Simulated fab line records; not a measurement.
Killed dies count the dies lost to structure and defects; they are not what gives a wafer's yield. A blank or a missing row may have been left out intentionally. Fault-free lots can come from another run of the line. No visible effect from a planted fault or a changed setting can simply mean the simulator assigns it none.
Matching of chambers ; flow nand harc ; NHARC_A_CHANNEL_FILL_D2_ETCHBACK_08 on rie diel-06: 4 sister chambers
The step etches the open film in C4F8, target depth 220 nm, time 110 s. 8 wafers are shown with their chamber, then 9 later ones without.

WAFERS WITH THEIR CHAMBER
wafer;chamber;rf vpp V (V);oes product au (a.u.)
L675.2;3;440.4;0.99
L676.3;3;441.1;0.97
L680.1;2;437.8;0.92
L680.6;2;436.8;0.91
L685.6;0;446.0;0.91
L687.2;1;442.9;0.99
L687.5;1;441.1;0.99
L687.6;0;445.4;0.98

WAFERS WITHOUT THEIR CHAMBER
wafer;rf vpp V (V);oes product au (a.u.)
L693.2;441.8;0.92
L693.4;438.1;0.92
L693.6;441.1;0.93
L694.1;440.8;0.94
L694.2;442.9;0.94
L694.5;437.6;0.94
L698.2;441.6;0.93
L698.4;441.6;0.93
L698.6;441.9;0.93

CHAMBER TAKEN BY EACH
wafer;from the rows above;in truth
L693.2;can't be placed: 3 or 1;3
L693.4;2;2
L693.6;can't be placed: 3 or 1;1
L694.1;can't be placed: 3 or 1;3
L694.2;can't be placed: 1 or 3 or 0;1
L694.5;2;2
L698.2;can't be placed: 3 or 1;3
L698.4;can't be placed: 3 or 1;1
L698.6;can't be placed: 1 or 3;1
Correctly placed: 2 of 9. Not placeable from these rows: 7 (in 7, the candidates include the true chamber). 0 placed wrongly.
How it was worked out, from the rows above alone: a wafer's distance from a chamber is the root of the sum, over the readings, of the square of ((its reading less the chamber's mean) divided by the reading's scatter). If the next closest chamber is less than 2 further off than the closest, the wafer can't be placed; otherwise it belongs to the closest. Each chamber's mean is taken over the wafers shown for it. The scatter: the root of (the sum of the squares of (reading less its chamber's mean) over the shown wafers, divided by (wafers less chambers)).
